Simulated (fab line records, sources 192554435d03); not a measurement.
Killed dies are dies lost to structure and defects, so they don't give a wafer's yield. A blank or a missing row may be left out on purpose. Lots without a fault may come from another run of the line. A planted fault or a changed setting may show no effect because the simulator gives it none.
A struck lot beside a sound one | flow n5_finfet | 39 steps out of a route of 1938
Sound: wafers L376.2, L376.4, L376.6. Struck: wafer L377.3. (L377.1, L377.2 of the same lot were not struck and are left out.) The cause comes at the end.
At each step with rows: each side's tool, then ch and its chambers, then its first start. Under that, the readings that differ: sound wafers | struck wafers | difference of the means | sigmas: that difference in standard deviations of wafers without a fault.
alike: readings whose means differ by less than 2 such deviations, and words and numbers that are the same on both sides. not compared: withheld readings, readings that some wafer has no value for, bounds like >300 that may hide the same value, and numbers for which the record gives no deviation and whose values overlap.
The two part at a step that has a row with sigmas, a row that says differs or no value, or rows on one side only. Numbers that don't overlap but have no deviation are shown without sigmas and don't part them. A reading that every wafer of one side lacks parts them only if that side has two wafers or more.

first, 9 steps without rows for these wafers: N5_STI_FIN_REVEAL_SRD_23 (time 30 s); N5_STI_FIN_REVEAL_PRECLEAN_18 (cleans in SC2, time 45 s); N5_STI_FIN_REVEAL_SRD_28 (time 30 s); N5_DUMMY_GATE_PRECLEAN_00 (cleans in O3/DIW, time 60 s); N5_DUMMY_GATE_SRD_01 (time 30 s); N5_DUMMY_GATE_ALD_02 (deposits SiO2, target thk 2 nm, pulse time 1 s); N5_DUMMY_GATE_CVD_03 (deposits a-Si from SiH4, target thk 150 nm, time 8042 s); N5_DUMMY_GATE_PRECLEAN_46 (cleans in DIW, time 89.5 s); N5_DUMMY_GATE_SRD_47 (dry time 32 s).
N5_DUMMY_GATE_CMP_04: polishes a-Si.
  sound on cmp-04 ch 2,3, day 5 06:37; struck on cmp-04 ch 0, day 5 16:14
  reading                                     | sound          | struck | difference | sigmas
  motor_current_A (A)                         | 11.9 10.6 12.3 | 9.7    | -1.9       | -2
  time_to_endpoint_s (s)                      | 13.5 8.9 13.1  | 18.1   | +6.3       | +3
  model.a-Si_of_DUMMY_GATE_CVD_03.thk_nm (nm) | 72.6 72.2 72.8 | 98.8   | +26.3      |
N5_DUMMY_GATE_THK_MEAS_05:
  sound on film_metro-02, day 5 06:49; struck on film_metro-02, day 5 16:26
  reading     | sound          | struck | difference | sigmas
  thk_nm (nm) | 72.7 72.3 72.8 | 98.8   | +26.2      | +26
then, 24 steps without rows for these wafers: N5_DUMMY_GATE_HM_DEP_06 (deposits SiNx from DCS/NH3, target thk 80 nm, time 5141 s); N5_DUMMY_GATE_PECVD_30 (deposits SiO2 from TEOS/O2, target thk 55 nm, time 10.8 s); N5_DUMMY_GATE_COAT_34 (time 60 s, resist thk 60 nm); N5_DUMMY_GATE_COAT_35 (time 60 s, resist thk 10 nm); N5_DUMMY_GATE_COAT_28 (time 60 s, resist thk 10 nm); N5_DUMMY_GATE_COAT_09 (resist thk 30 nm); N5_DUMMY_GATE_EBR_11; N5_DUMMY_GATE_SOFTBAKE_10 (time 60 s); N5_DUMMY_GATE_EXPOSE_12 (exposes mask GATE, target cd 25 nm); N5_DUMMY_GATE_PEB_13 (peb time 60 s); N5_DUMMY_GATE_DEVELOP_14 (develop time 30 s); N5_DUMMY_GATE_DESCUM_20 (chemistry O2, time 6.2 s); N5_DUMMY_GATE_ETCH_29 (etches underlayer in N2/H2, target depth 13 nm); N5_DUMMY_GATE_ETCH_36 (etches SiARC in CF4, target depth 13 nm); N5_DUMMY_GATE_ETCH_37 (etches SOC in N2/H2, target depth 60 nm, overetch 30 nm); N5_DUMMY_GATE_STRIP_38 (strips in N2/H2); N5_DUMMY_GATE_STRIP_39 (strips in N2/H2); N5_DUMMY_GATE_TRIM_49 (chemistry O2, time 29 s, target cd 14 nm); N5_DUMMY_GATE_STRIP_40 (strips in CF4); N5_DUMMY_GATE_ETCH_31 (etches SiO2 in C4F6/O2, target depth 82.5 nm, time 27.5 s); N5_DUMMY_GATE_STRIP_41 (strips in O2); N5_DUMMY_GATE_HM_OPEN_21 (chemistry CH3F/O2, target SiNx, target depth 120 nm, time 171.4 s); N5_DUMMY_GATE_ETCH_32 (etches SiO2 in CF4, target depth 3.5 nm, time 3.9 s); N5_DUMMY_GATE_ETCH_23 (etches poly-Si in HBr/Cl2/O2, target depth 41 nm, time 22.3 s).
N5_DUMMY_GATE_ETCH_44: etches poly-Si in HBr/O2, stops on SiO2, target depth 127.5 nm.
  sound on rie_si-05 ch 1,3, day 5 12:47; struck on rie_si-02 ch 3, day 5 23:35
  reading                                | sound             | struck | difference | sigmas
  oes_product_au (a.u.)                  | 0.755 0.719 0.757 | 0.839  | +0.095     | +6
  model.DUMMY_GATE.feature_depth_nm (nm) | 72.6 72.4 73      | 98.8   | +26.1      |
  model.etch.depth_nm (nm)               | 72.62 72.3 72.87  | 98.74  | +26.14     |
  alike: chamber_pressure_mTorr, drypump_motor_current_A, throttle_valve_pct
  not compared: rf_hours_counter_h
N5_SDB_THK_MEAS_31:
  sound on film_metro-01, day 6 10:09; struck on film_metro-02, day 6 22:19
  reading      | sound          | struck | difference | sigmas
  SDB_THK (nm) | 64.9 64.6 65.1 | 90.9   | +26.0      | +26
N5_DUMMY_REMOVAL_HM_STRIP_01: strips SiNx in CH3F/O2, stops on poly-Si, target depth 4 nm, time 6.8 s.
  sound on rie_diel-02 ch 1,2, day 6 10:13; struck on rie_diel-02 ch 2, day 6 22:22
  reading                                     | sound          | struck | difference | sigmas
  model.a-Si_of_DUMMY_GATE_CVD_03.thk_nm (nm) | 64.8 64.6 65.2 | 91     | +26        |
  alike: chamber_pressure_mTorr, drypump_motor_current_A, oes_product_au, rf_vpp_V, showerhead_plenum_p_Torr, throttle_valve_pct
  not compared: rf_hours_counter_h
-- the record jumps here: 8 days lie between the struck wafers' starts before and after (it left off in module DUMMY_REMOVAL and takes up again in module PASSIVATION, whose first step shown is number 1936 of the route) --
N5_PASSIVATION_PROBE_49:
  the record has rows for the struck wafers here (prober-02, day 14 23:57) and none for the sound ones

WHERE THEY PART
First at N5_DUMMY_GATE_CMP_04; last, within this record, at N5_PASSIVATION_PROBE_49.

WHY: what the simulator had put in
Process parameter drift: cmp-04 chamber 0, from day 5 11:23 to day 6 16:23, at N5_DUMMY_GATE_CMP_04. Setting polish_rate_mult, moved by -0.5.
